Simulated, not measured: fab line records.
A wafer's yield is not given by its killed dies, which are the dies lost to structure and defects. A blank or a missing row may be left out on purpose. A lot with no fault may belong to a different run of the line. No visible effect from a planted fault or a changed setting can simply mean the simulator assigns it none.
fab line records	flow n5_finfet
record: lots: 7	wafers: 39
route steps=1938 shown DUMMY_GATE@250 SD_EPI_N@275 GATE_CUT@484 MOL_CONTACT_COAG@562
start_h: start of the lot's first displayed wafer, in hours after the record's first day	wait_h: how many hours have passed since the lot's step before this one	" same as the row above	L1.1+2: a single row standing in for several wafers	- either no value or no given start	* or withheld: withheld	< > ~ a bound
route shown NAME@n: NAME is a module with steps in the file, n the number in the route of the first one	usual: mean/standard deviation taken from wafers without a fault	same: alike in all rows	chamber/n: place in a boat	sites: per-site readings	_std_site: their standard deviation	_edge_site: outer sites' mean less inner sites'	radius_mm: for every site, how far away it sits from the centre of the wafer	mask NAME#n: copy n	behind: the tool/chamber that last shaped the wafer	hold: cause of the lot's hold/its duration in hours/its outcome	device: the n, p or np transistor that did not switch	end of line: the route-end tests of the same wafers	a step without rows: its recipe alone	killed: the dies lost at the first sort to structure and to defects; this is not the yield of the wafer	map: the dies of a wafer, with x for killed, . for not killed, _ for no die there
set.NAME: the setting that was run; set.NAME@STEP: the one run at that earlier step	model.NAME: the simulator's own value behind a step, which no gauge read
lots run with intentionally changed settings; tables by step, rows by wafer
== steps ==
step: N5_DUMMY_GATE_ETCH_42
recipe: chemistry: CHF3/O2	target: SiO2	target_depth_a: 35	time_s: 31	ion_energy_ev: 30	bias_w: 12	pressure_mtorr: 30	source_w: 600	Ar_flow_sccm: 200	CHF3_flow_sccm: 50	O2_flow_sccm: 5
usual: rf_vpp_V: 42.2/1
lot.wafer	tool	chamber	start_h	wait_h	set.bias_w	rf_vpp_V
L075.1	rie_diel-05	3	56.91	0.0	12	41.4
L075.2	"	1	"	"	12	40.3
L075.3	"	2	"	"	12	40.3
L075.4	"	0	"	"	12	41.9
L075.5	"	3	"	"	12	41.8
L075.6	"	2	"	"	12	41.5
L076.1	rie_diel-05	0	59.95	0.0	12	42.3
L076.2	"	1	"	"	12	41.8
L076.6	"	1	"	"	12	41.5
L083.1	rie_diel-04	1	103.62	0.0	12	41.6
L083.2	"	2	"	"	12	43.2
L083.3	"	3	"	"	11.2	38.8
L083.4	"	0	"	"	11.2	39.2
L083.5	"	1	"	"	12	40.5
L083.6	"	0	"	"	11.2	38.9
L086.1	rie_diel-03	0	120.01	0.0	10.26	40.1
L086.2	"	1	"	"	10.26	37.9
L086.3	"	3	"	"	12	42.1
L086.4	"	2	"	"	10.26	39.1
L086.5	"	1	"	"	12	41.4
L086.6	"	2	"	"	12	41.9
L092.1	rie_diel-05	3	155.80	0.0	12	41.9
L092.2	"	2	"	"	12	41.9
L092.3	"	0	"	"	12	42.3
L092.4	"	1	"	"	12	41.5
L092.5	"	3	"	"	12	42.3
L092.6	"	2	"	"	12	42.1
L093.1	rie_diel-04	2	161.91	0.2	11.22	39.6
L093.2	"	0	"	"	12	41.3
L093.3	"	3	"	"	11.22	42.1
L093.4	"	1	"	"	12	41.7
L093.5	"	0	"	"	12	41.7
L093.6	"	3	"	"	11.22	39.4
L094.1	rie_diel-05	0	172.26	0.0	12	41.5
L094.2	"	3	"	"	12	42.4
L094.3	"	1	"	"	12	41.2
L094.4	"	2	"	"	14.09	46.5
L094.5	"	0	"	"	14.09	46.3
L094.6	"	1	"	"	14.09	46.9
step: N5_SD_EPI_N_ETCH_35
recipe: chemistry: N2/H2	target: SOC	overetch_a: 1080	mask_material: SiARC	temp_c: 40	ion_energy_ev: 100	source_w: 3000	bias_w: 133	pressure_mtorr: 20	time_s: 486	n2_flow_sccm: 200	h2_flow_sccm: 200
lot.wafer	tool	chamber	start_h	wait_h	set.time_s	model.SiARC_of_SD_EPI_N_COAT_33.thk_nm
L075.1	rie_diel-01	0	58.59	0.0	486	20
L075.2+3	"	2,3	"	"	452.8	20.8
L075.4	"	1	"	"	452.8	20.6
L075.5	"	2	"	"	486	19.8
L075.6	"	1	"	"	486	19.6
L076.1	rie_diel-06	0	61.25	0.0	486	19.2
L076.2+6	"	2	"	"	486	19.8
L083.1	rie_diel-06	1	104.92	0.0	432.7	21.4
L083.2+6	"	0,3	"	"	432.7	21
L083.3	"	3	"	"	486	19.2
L083.4+5	"	2	"	"	486	20
L086.1+5	rie_diel-02	3	121.46	0.0	486	20.2
L086.2	"	1	"	"	583.5	17
L086.3+4	"	0	"	"	583.5	16.4
L086.6	"	1	"	"	486	20
L092.1	rie_diel-06	1	157.09	0.0	519.1	18
L092.2	"	2	"	"	486	19.6
L092.3+6	"	3	"	"	519.1	17.8
L092.4	"	0	"	"	486	18.8
L092.5	"	0	"	"	486	19
L093.1	rie_diel-01	1	163.33	0.0	486	19.8
L093.2+5	"	0	"	"	486	20.4
L093.3+4	"	2	"	"	552	18
L093.6	"	1	"	"	552	17.8
L094.1+3	rie_diel-06	3,0	173.67	0.0	486	19
L094.2+4+5+6	"	1,0,1,3	"	"	486	18.8
step: N5_SD_EPI_N_ETCH_45
recipe: chemistry: CH3F/O2	target: SiOCN	target_depth_a: 60	mask_material: SOC	ion_energy_ev: 60	bias_w: 29	pressure_mtorr: 15	source_w: 410	Ar_flow_sccm: 150	CH3F_flow_sccm: 30	O2_flow_sccm: 20
lot.wafer	tool	chamber	start_h	wait_h	set.target_depth_a	model.etch.depth_nm
L075.1	rie_diel-01	0	59.02	0.1	60	5.902
L075.2	"	2	"	"	60	5.914
L075.3	"	3	"	"	57.34	5.733
L075.4	"	1	"	"	60	5.994
L075.5	"	2	"	"	57.34	5.707
L075.6	"	1	"	"	57.34	5.691
L076.1	rie_diel-06	0	61.67	0.1	60	6.238
L076.2	"	2	"	"	60	6.087
L076.6	"	2	"	"	60	6.102
L083.1	rie_diel-06	1	105.34	0.1	53.45	5.391
L083.2	"	0	"	"	60	6.251
L083.3	"	3	"	"	60	6.248
L083.4	"	2	"	"	53.45	5.355
L083.5	"	2	"	"	60	6.044
L083.6	"	3	"	"	53.45	5.547
L086.1	rie_diel-02	3	121.88	0.1	60	5.937
L086.2	"	1	"	"	60	5.988
L086.3	"	0	"	"	64.03	6.498
L086.4	"	0	"	"	64.03	6.514
L086.5	"	3	"	"	64.03	6.334
L086.6	"	1	"	"	60	5.898
L092.1	rie_diel-06	1	157.51	0.1	60	6.257
L092.2	"	2	"	"	60	6.01
L092.3	"	3	"	"	66.92	7.031
L092.4	"	0	"	"	66.92	6.955
L092.5	"	0	"	"	66.92	6.982
L092.6	"	3	"	"	60	6.307
L093.1	rie_diel-01	1	163.76	0.1	60	6.025
L093.2	"	0	"	"	60	5.94
L093.3	"	2	"	"	61.99	6.116
L093.4	"	2	"	"	60	5.939
L093.5	"	0	"	"	61.99	6.091
L093.6	"	1	"	"	61.99	6.237
L094.1	rie_diel-06	3	174.10	0.1	60	6.254
L094.2	"	1	"	"	60	6.32
L094.3	"	0	"	"	60	6.266
L094.4	"	0	"	"	60	6.241
L094.5	"	1	"	"	60	6.369
L094.6	"	3	"	"	60	6.246
step: N5_GATE_CUT_EXPOSE_10
recipe: mask_id: GATE_CUT	na: 0.33	source_shape: annular	sigma_inner: 0.35	sigma_outer: 0.8	polarization: unpolarized	target_cd_nm: 20	dose_mj: 43.25
lot.wafer	tool	chamber	start_h	wait_h	mask	set.dose_mj
L075.1+2+3+4+5+6	euv_scanner-02	0	95.57	-	GATE_CUT#0	43.25
L076.1+2+6	euv_scanner-01	0	98.77	-	GATE_CUT#0	43.25
L083.1+3+4	euv_scanner-01	0	139.54	-	GATE_CUT#0	42.05
L083.2+5+6	"	0	"	"	GATE_CUT#0	43.25
L086.1+4+6	euv_scanner-02	0	155.13	-	GATE_CUT#0	43.25
L086.2+3+5	"	0	"	"	GATE_CUT#0	45.41
L092.1+2+3+4+5+6	euv_scanner-01	0	190.46	-	GATE_CUT#0	43.25
L093.1+5+6	euv_scanner-02	0	199.27	-	GATE_CUT#0	43.25
L093.2+3+4	"	0	"	"	GATE_CUT#0	41.2
L094.1+2+3+4+5+6	euv_scanner-02	0	207.90	-	GATE_CUT#0	43.25
step: N5_GATE_CUT_PEB_11
recipe: peb_temp_c: 100	peb_time_s: 60	resist: CAR-EUV
step: N5_GATE_CUT_DEVELOP_12
recipe: develop_time_s: 30	developer: TMAH	resist: CAR-EUV	rinse_liquid: surfactant_rinse	dry: air_spin	dev_temp_c: 23
step: N5_GATE_CUT_DESCUM_18
recipe: chemistry: O2	time_s: 7	source_power_w: 50	bias_power_w: 20	pressure_mtorr: 20	rf_frequency_hz: 2.712e+07	temp_c: 40	resist: CAR-EUV	o2_flow_sccm: 225
lot.wafer	tool	chamber	start_h	wait_h	set.dose_mj@GATE_CUT_EXPOSE_10	model.GATE_CUT.cd_nm
L075.1+5+6	rie_diel-03	1,2,1	95.84	0.0	43.25	19.8
L075.2+3+4	"	2,3,0	"	"	43.25	20
L076.1+2	rie_diel-03	0,3	99.03	0.0	43.25	20
L076.6	"	1	"	"	43.25	19.8
L083.1	rie_diel-04	3	139.79	0.0	42.05	19.4
L083.2	"	2	"	"	43.25	19.8
L083.3	"	1	"	"	42.05	19.2
L083.4	"	0	"	"	42.05	19.8
L083.5	"	0	"	"	43.25	20.4
L083.6	"	3	"	"	43.25	20
L086.1	rie_diel-04	1	155.43	0.1	43.25	20
L086.2+3	"	3,0	"	"	45.41	21
L086.4+6	"	2	"	"	43.25	20.2
L086.5	"	1	"	"	45.41	20.8
L092.1+3+5	rie_diel-03	2,1,0	190.72	0.0	43.25	19.6
L092.2+4+6	"	0,2,1	"	"	43.25	19.8
L093.1	rie_diel-03	2	199.52	0.0	43.25	20
L093.2	"	3	"	"	41.2	19
L093.3	"	0	"	"	41.2	18.8
L093.4	"	1	"	"	41.2	18.6
L093.5	"	1	"	"	43.25	19.8
L093.6	"	0	"	"	43.25	20.2
L094.1+2+3+5	rie_diel-05	0,2,1,2	208.15	0.0	43.25	20
L094.4+6	"	3,1	"	"	43.25	19.8
step: N5_GATE_CUT_ETCH_28
recipe: chemistry: N2/H2	target: underlayer	target_depth_a: 130	mask_material: CAR-EUV	time_s: 10.4	ion_energy_ev: 200	pressure_mtorr: 30	source_w: 840	bias_w: 150	n2_flow_sccm: 200	h2_flow_sccm: 200	ends: cleared
lot.wafer	tool	chamber	start_h	wait_h	set.dose_mj@GATE_CUT_EXPOSE_10	model.GATE_CUT.cd_nm
L075.1+5+6	rie_diel-03	1,2,1	95.88	0.0	43.25	19.8
L075.2+3+4	"	2,3,0	"	"	43.25	20
L076.1+6	rie_diel-03	0,1	99.06	0.0	43.25	19.8
L076.2	"	3	"	"	43.25	20
L083.1+3	rie_diel-04	3,1	139.83	0.0	42.05	19.2
L083.2+6	"	2,3	"	"	43.25	19.8
L083.4	"	0	"	"	42.05	19.6
L083.5	"	0	"	"	43.25	20.2
L086.1	rie_diel-04	1	155.46	0.0	43.25	19.8
L086.2+5	"	3,1	"	"	45.41	20.8
L086.3	"	0	"	"	45.41	21
L086.4+6	"	2	"	"	43.25	20.2
L092.1	rie_diel-03	2	190.75	0.0	43.25	19.4
L092.2+6	"	0,1	"	"	43.25	19.8
L092.3+4+5	"	1,2,0	"	"	43.25	19.6
L093.1+5	rie_diel-03	2,1	199.56	0.0	43.25	19.8
L093.2	"	3	"	"	41.2	19
L093.3+4	"	0,1	"	"	41.2	18.8
L093.6	"	0	"	"	43.25	20
L094.1+2+3+5+6	rie_diel-05	0,2,1,2,1	208.19	0.0	43.25	20
L094.4	"	3	"	"	43.25	19.8
step: N5_GATE_CUT_ETCH_36
recipe: chemistry: CF4	target: SiARC	target_depth_a: 130	mask_material: CAR-EUV	time_s: 21.7	ion_energy_ev: 80	pressure_mtorr: 40	source_w: 545	bias_w: 36	Ar_flow_sccm: 100	cf4_flow_sccm: 100	ends: cleared
step: N5_GATE_CUT_ETCH_37
recipe: chemistry: N2/H2	target: SOC	target_depth_a: 600	overetch_a: 120	mask_material: SiARC	temp_c: 40	time_s: 90	ion_energy_ev: 200	pressure_mtorr: 30	source_w: 840	bias_w: 150	n2_flow_sccm: 200	h2_flow_sccm: 200
lot.wafer	tool	chamber	start_h	wait_h	set.dose_mj@GATE_CUT_EXPOSE_10	model.GATE_CUT.cd_nm
L075.1+5+6	rie_diel-03	1,2,1	95.92	0.0	43.25	19.6
L075.2+4	"	2,0	"	"	43.25	19.8
L075.3	"	3	"	"	43.25	20
L076.1	rie_diel-03	0	99.11	0.0	43.25	19.8
L076.2	"	3	"	"	43.25	20
L076.6	"	1	"	"	43.25	19.6
L083.1+4	rie_diel-04	3,0	139.88	0.0	42.05	19.4
L083.2+6	"	2,3	"	"	43.25	19.8
L083.3	"	1	"	"	42.05	18.8
L083.5	"	0	"	"	43.25	20
L086.1+4	rie_diel-04	1,2	155.51	0.0	43.25	20
L086.2	"	3	"	"	45.41	20.8
L086.3	"	0	"	"	45.41	21
L086.5	"	1	"	"	45.41	20.6
L086.6	"	2	"	"	43.25	20.2
L092.1+3	rie_diel-03	2,1	190.80	0.0	43.25	19.4
L092.2+4+6	"	0,2,1	"	"	43.25	19.6
L092.5	"	0	"	"	43.25	19.2
L093.1	rie_diel-03	2	199.60	0.0	43.25	20
L093.2	"	3	"	"	41.2	18.8
L093.3+4	"	0,1	"	"	41.2	18.6
L093.5	"	1	"	"	43.25	19.6
L093.6	"	0	"	"	43.25	19.8
L094.1+4	rie_diel-05	0,3	208.23	0.0	43.25	19.8
L094.2+3+5	"	2,1,2	"	"	43.25	20.2
L094.6	"	1	"	"	43.25	20
step: N5_GATE_CUT_STRIP_38
recipe: chemistry: N2/H2	temp_c: 40	n2_flow_sccm: 200	h2_flow_sccm: 200	rf_frequency_hz: 6e+07
step: N5_GATE_CUT_STRIP_39
recipe: chemistry: N2/H2	temp_c: 40	n2_flow_sccm: 200	h2_flow_sccm: 200	rf_frequency_hz: 6e+07
step: N5_GATE_CUT_STRIP_41
recipe: chemistry: CF4	resist: SiARC	power_w: 300	bias_power_w: 75	pressure_mtorr: 50	cf4_flow_sccm: 150	rf_frequency_hz: 6e+07
step: N5_GATE_CUT_STRIP_42
recipe: chemistry: O2	power_w: 400	temp_c: 40	pressure_mtorr: 30	rf_frequency_hz: 6e+07	bias_power_w: 0	overash_fraction: 0.3	o2_flow_sccm: 225
step: N5_GATE_CUT_ETCH_19
recipe: chemistry: CH3F/O2	target: SiNx	mask_material: SiO2	target_depth_a: 537	time_s: 76.7	pressure_mtorr: 30	source_w: 395	bias_w: 73	Ar_flow_sccm: 150	CH3F_flow_sccm: 30	O2_flow_sccm: 20	ion_energy_ev: 120	ends: cleared
lot.wafer	tool	chamber	start_h	wait_h	set.dose_mj@GATE_CUT_EXPOSE_10	model.GATE_CUT.cd_nm
L075.1+4+5+6	rie_diel-03	1,0,2,1	96.13	0.0	43.25	19.8
L075.2+3	"	2,3	"	"	43.25	20
L076.1+6	rie_diel-03	0,1	99.31	0.0	43.25	19.8
L076.2	"	3	"	"	43.25	20
L083.1	rie_diel-04	3	140.08	0.0	42.05	19.6
L083.2	"	2	"	"	43.25	19.6
L083.3	"	1	"	"	42.05	19
L083.4	"	0	"	"	42.05	19.4
L083.5+6	"	0,3	"	"	43.25	20
L086.1	rie_diel-04	1	155.71	0.0	43.25	20
L086.2	"	3	"	"	45.41	21.2
L086.3	"	0	"	"	45.41	21
L086.4	"	2	"	"	43.25	19.8
L086.5	"	1	"	"	45.41	20.8
L086.6	"	2	"	"	43.25	20.2
L092.1+2	rie_diel-03	2,0	191.00	0.0	43.25	19.4
L092.3+6	"	1	"	"	43.25	19.8
L092.4	"	2	"	"	43.25	19.6
L092.5	"	0	"	"	43.25	19
L093.1	rie_diel-03	2	199.81	0.0	43.25	20.2
L093.2+4	"	3,1	"	"	41.2	19
L093.3	"	0	"	"	41.2	18.4
L093.5	"	1	"	"	43.25	20
L093.6	"	0	"	"	43.25	19.8
L094.1+4+6	rie_diel-05	0,3,1	208.44	0.0	43.25	20
L094.2	"	2	"	"	43.25	20.4
L094.3+5	"	1,2	"	"	43.25	20.2
step: N5_MOL_CONTACT_COAG_ALD_123
recipe: material: SiNx	target_thk_a: 50	temp_c: 400	ald_precursor_family: SiH2I2	ald_co_reactant: N2/H2-plasma	pulse_time_s: 1	purge_time_s: 2	co_reactant_purge_time_s: 2	ald_cycles: 100	pressure_torr: 2
lot.wafer	tool	chamber	start_h	wait_h	set.ald_cycles	model.SiNx_of_MOL_CONTACT_COAG_ALD_123.thk_nm
L075.1+2+5	ald_sin-03	3,2,0	109.72	0.1	100	5
L075.3+4+6	"	0,1,3	"	"	85	4.2
L076.1+2+6	ald_sin-01	0,1,1	110.08	0.0	100	5
L083.1+2+3+4+5+6	ald_sin-04	2,3,1,0,1,0	152.60	0.0	100	5
L086.1+2+5	ald_sin-01	1,3,2	171.65	0.0	87	4.4
L086.3+4+6	"	2,0,1	"	"	100	5
L092.1+2+5	ald_sin-04	1,2,3	204.09	0.1	112	5.6
L092.3+4+6	"	3,0,2	"	"	100	5
L093.1+2+3+4+5+6	ald_sin-04	2,0,3,1,3,0	211.07	0.0	100	5
L094.1+3+4	ald_sin-01	1,0,3	224.39	0.0	85	4.2
L094.2+5+6	"	2,0,1	"	"	100	5
step: N5_MOL_CONTACT_COAG_ETCH_47
recipe: chemistry: CH3F/O2	target: SiNx	target_depth_a: 270	mask_material: SiO2	stop_on: W	over_etch_frac: 0.2	ion_energy_ev: 120	endpoint: OES-CN	pressure_mtorr: 30	source_w: 395	bias_w: 73	Ar_flow_sccm: 150	CH3F_flow_sccm: 30	O2_flow_sccm: 20	ends: end_point
usual: etch_rf_on_time_s: 30.9/0.69
lot.wafer	tool	chamber	start_h	wait_h	set.source_w	etch_rf_on_time_s	model.etch.t_clear_s	model.etch.over_etch_s
L075.1	rie_diel-06	0	111.41	0.0	395	30.0	25.02	5.004
L075.2	"	2	"	"	395	31.1	25.94	5.187
L075.3	"	3	"	"	395	30.2	25.2	5.04
L075.4	"	0	"	"	357.4	31.3	26.09	5.217
L075.5	"	2	"	"	357.4	32.4	27.04	5.408
L075.6	"	3	"	"	357.4	31.5	26.27	5.253
L076.1	rie_diel-01	3	111.82	0.0	395	30.6	25.47	5.095
L076.2	"	2	"	"	395	31.0	25.85	5.17
L076.6	"	0	"	"	395	31.3	26.09	5.218
L083.1	rie_diel-06	3	154.26	0.0	434.3	29.2	24.32	4.864
L083.2	"	2	"	"	395	31.2	26.01	5.203
L083.3	"	1	"	"	434.3	28.5	23.74	4.748
L083.4	"	0	"	"	395	29.7	24.78	4.956
L083.5	"	0	"	"	395	29.9	24.94	4.989
L083.6	"	1	"	"	434.3	28.6	23.82	4.764
L086.1	rie_diel-02	2	173.51	0.0	345	32.7	27.22	5.443
L086.2	"	0	"	"	395	31.0	25.84	5.169
L086.3	"	1	"	"	345	33.6	28.03	5.607
L086.4	"	3	"	"	345	32.2	26.82	5.364
L086.5	"	3	"	"	395	30.7	25.61	5.123
L086.6	"	2	"	"	395	30.7	25.55	5.109
L092.1	rie_diel-02	1	206.14	0.0	395	31.6	26.29	5.258
L092.2	"	0	"	"	395	30.7	25.58	5.116
L092.3	"	2	"	"	395	31.0	25.81	5.162
L092.4	"	3	"	"	395	30.3	25.26	5.053
L092.5	"	2	"	"	395	30.3	25.24	5.047
L092.6	"	1	"	"	395	31.6	26.32	5.265
L093.1	rie_diel-01	1	212.92	0.0	395	31.5	26.21	5.241
L093.2	"	3	"	"	358.7	32.7	27.23	5.446
L093.3	"	2	"	"	358.7	32.2	26.84	5.368
L093.4	"	0	"	"	395	31.6	26.33	5.266
L093.5	"	2	"	"	395	31.2	26.03	5.206
L093.6	"	1	"	"	358.7	32.9	27.42	5.484
L094.1	rie_diel-01	0	226.92	0.0	395	31.7	26.44	5.287
L094.2	"	3	"	"	395	31.6	26.35	5.27
L094.3	"	2	"	"	328.1	33.6	27.99	5.598
L094.4	"	1	"	"	395	31.4	26.19	5.239
L094.5	"	0	"	"	328.1	33.8	28.18	5.636
L094.6	"	3	"	"	328.1	33.8	28.15	5.631
step: N5_MOL_CONTACT_COAG_STRIP_119
recipe: chemistry: N2/H2	time_s: 30	power_w: 1000	temp_c: 250	pressure_mtorr: withheld	n2_flow_sccm: 1750	h2_flow_sccm: 3250
step: N5_MOL_CONTACT_COAG_PRECLEAN_144
recipe: chemistry: alkaline_clean	temp_c: 60	time_s: 60	do_ppb: 50
step: N5_MOL_CONTACT_COAG_STRIP_120
recipe: chemistry: CHF3	resist: SiARC	rf_frequency_hz: 6e+07
step: N5_MOL_CONTACT_COAG_VIA_ETCH_117
recipe: chemistry: C4F6/O2	target_depth_a: 400	overetch_a: 80	mask_material: SOC	target: SiO2	bias_w: 455	pressure_mtorr: 10	time_s: 26	source_w: 325	Ar_flow_sccm: 300	C4F6_flow_sccm: 10	O2_flow_sccm: 10	ion_energy_ev: 575.3	ends: end_point
step: N5_MOL_CONTACT_COAG_ETCH_124
recipe: chemistry: CH3F/O2	target: SiNx	target_depth_a: 65	mask_material: SOC	stop_on: SiOC	over_etch_frac: 0.3	ion_energy_ev: 120	pressure_mtorr: 30	source_w: 395	bias_w: 73	Ar_flow_sccm: 150	CH3F_flow_sccm: 30	O2_flow_sccm: 20	ends: end_point
lot.wafer	tool	chamber	start_h	wait_h	set.ald_cycles@MOL_CONTACT_COAG_ALD_123	model.etch.depth_nm
L075.1	rie_diel-01	1	113.35	0.0	100	5.027
L075.2	"	3	"	"	100	5.017
L075.3	"	0	"	"	85	4.224
L075.4	"	2	"	"	85	4.264
L075.5	"	0	"	"	100	4.991
L075.6	"	1	"	"	85	4.28
L076.1	rie_diel-02	3	113.62	0.0	100	4.981
L076.2	"	0	"	"	100	5.038
L076.6	"	1	"	"	100	5.036
L083.1	rie_diel-06	2	155.57	0.0	100	5.009
L083.2	"	0	"	"	100	5.011
L083.3	"	1	"	"	100	5.014
L083.4	"	3	"	"	100	4.971
L083.5	"	0	"	"	100	5.021
L083.6	"	3	"	"	100	5.006
L086.1	rie_diel-06	0	174.80	0.0	87	4.363
L086.2	"	1	"	"	87	4.334
L086.3	"	3	"	"	100	4.997
L086.4	"	3	"	"	100	4.974
L086.5	"	1	"	"	87	4.35
L086.6	"	0	"	"	100	5.001
L092.1	rie_diel-02	3	207.91	0.0	112	5.579
L092.2	"	2	"	"	112	5.586
L092.3	"	0	"	"	100	4.977
L092.4	"	1	"	"	100	4.98
L092.5	"	1	"	"	112	5.541
L092.6	"	2	"	"	100	4.966
L093.1	rie_diel-02	2	214.35	0.0	100	5.005
L093.2	"	1	"	"	100	4.968
L093.3	"	0	"	"	100	4.998
L093.4	"	3	"	"	100	4.974
L093.5	"	0	"	"	100	4.977
L093.6	"	1	"	"	100	4.957
L094.1	rie_diel-01	0	229.78	0.0	85	4.257
L094.2	"	1	"	"	100	4.993
L094.3	"	3	"	"	85	4.225
L094.4	"	2	"	"	85	4.207
L094.5	"	0	"	"	100	4.957
L094.6	"	1	"	"	100	5.007
== key ==
split: step: N5_DUMMY_GATE_ETCH_42	setting: bias_w	stated: 12	by: wafer
response: step: N5_DUMMY_GATE_ETCH_42	reading: rf_vpp_V	change: +0.252	per: 1%	r: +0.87
split: step: N5_SD_EPI_N_ETCH_35	setting: time_s	stated: 486	by: wafer
response: step: N5_SD_EPI_N_ETCH_35	reading: model.SiARC_of_SD_EPI_N_COAT_33.thk_nm	change: -0.165	per: 1%	r: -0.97
split: step: N5_SD_EPI_N_ETCH_45	setting: target_depth_a	stated: 60	by: wafer
response: step: N5_SD_EPI_N_ETCH_45	reading: model.etch.depth_nm	change: +0.0683	per: 1%	r: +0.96
split: step: N5_GATE_CUT_EXPOSE_10	setting: dose_mj	stated: 43.25	by: wafer
response: step: N5_GATE_CUT_DESCUM_18	reading: model.GATE_CUT.cd_nm	change: +0.206	per: 1%	r: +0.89
response: step: N5_GATE_CUT_ETCH_28	reading: model.GATE_CUT.cd_nm	change: +0.189	per: 1%	r: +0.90
response: step: N5_GATE_CUT_ETCH_37	reading: model.GATE_CUT.cd_nm	change: +0.198	per: 1%	r: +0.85
response: step: N5_GATE_CUT_ETCH_19	reading: model.GATE_CUT.cd_nm	change: +0.221	per: 1%	r: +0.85
split: step: N5_MOL_CONTACT_COAG_ALD_123	setting: ald_cycles	stated: 100	by: wafer
response: step: N5_MOL_CONTACT_COAG_ALD_123	reading: model.SiNx_of_MOL_CONTACT_COAG_ALD_123.thk_nm	change: +0.0511	per: 1%	r: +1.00
response: step: N5_MOL_CONTACT_COAG_ETCH_124	reading: model.etch.depth_nm	change: +0.05	per: 1%	r: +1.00
split: step: N5_MOL_CONTACT_COAG_ETCH_47	setting: source_w	stated: 395	by: wafer
response: step: N5_MOL_CONTACT_COAG_ETCH_47	reading: etch_rf_on_time_s	change: *	per: 1%	r: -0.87
response: step: N5_MOL_CONTACT_COAG_ETCH_47	reading: model.etch.t_clear_s	change: -0.116	per: 1%	r: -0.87
response: step: N5_MOL_CONTACT_COAG_ETCH_47	reading: model.etch.over_etch_s	change: -0.0232	per: 1%	r: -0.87
